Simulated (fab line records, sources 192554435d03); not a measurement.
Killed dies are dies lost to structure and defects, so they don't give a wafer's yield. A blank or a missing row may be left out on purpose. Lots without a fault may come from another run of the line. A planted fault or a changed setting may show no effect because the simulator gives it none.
Chamber matching | flow n5_finfet | N5_BEOL_M0_SAQP_PECVD_03 on pecvd-04: 3 sister chambers
The step deposits SiCN from 3MS/NH3, target thk 12 nm, time 21.1 s. 3 wafers are shown with their chamber, then 10 later ones without.

WAFERS WITH THEIR CHAMBER
wafer  | chamber | throttle_valve_pct (%)
L092.4 | 2       | 8.9
L093.1 | 1       | 9.2
L093.2 | 0       | 9.2

WAFERS WITHOUT THEIR CHAMBER
wafer  | throttle_valve_pct (%)
L093.5 | 9.5
L094.1 | 9.4
L094.5 | 9.5
L094.6 | 9.0
L095.1 | 9.0
L095.3 | 9.5
L095.4 | 8.9
L097.2 | 9.2
L097.4 | 9.4
L097.5 | 9.5

WHICH CHAMBER EACH WENT THROUGH
wafer  | from the rows above          | in truth
L093.5 | can't be placed: 0 or 1 or 2 | 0
L094.1 | can't be placed: 0 or 1 or 2 | 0
L094.5 | can't be placed: 0 or 1 or 2 | 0
L094.6 | can't be placed: 2 or 0 or 1 | 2
L095.1 | can't be placed: 2 or 0 or 1 | 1
L095.3 | can't be placed: 0 or 1 or 2 | 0
L095.4 | can't be placed: 2 or 0 or 1 | 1
L097.2 | can't be placed: 0 or 1 or 2 | 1
L097.4 | can't be placed: 0 or 1 or 2 | 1
L097.5 | can't be placed: 0 or 1 or 2 | 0
Placed correctly: 0 of 10. Can't be placed from these rows: 10 (the true chamber is among the candidates in 10). Placed wrongly: 0.
How it was worked out, from the rows above alone: a wafer's distance from a chamber is the root of the sum, over the readings, of the square of ((its reading less the chamber's mean) divided by the reading's scatter). The wafer belongs to the nearest chamber; if the next one is less than 2 further off, it can't be placed. A chamber's mean is the mean of its shown wafers. The scatter: with one shown wafer a chamber, the root of the mean of the squares of how far each hidden wafer lies from its nearest shown one.
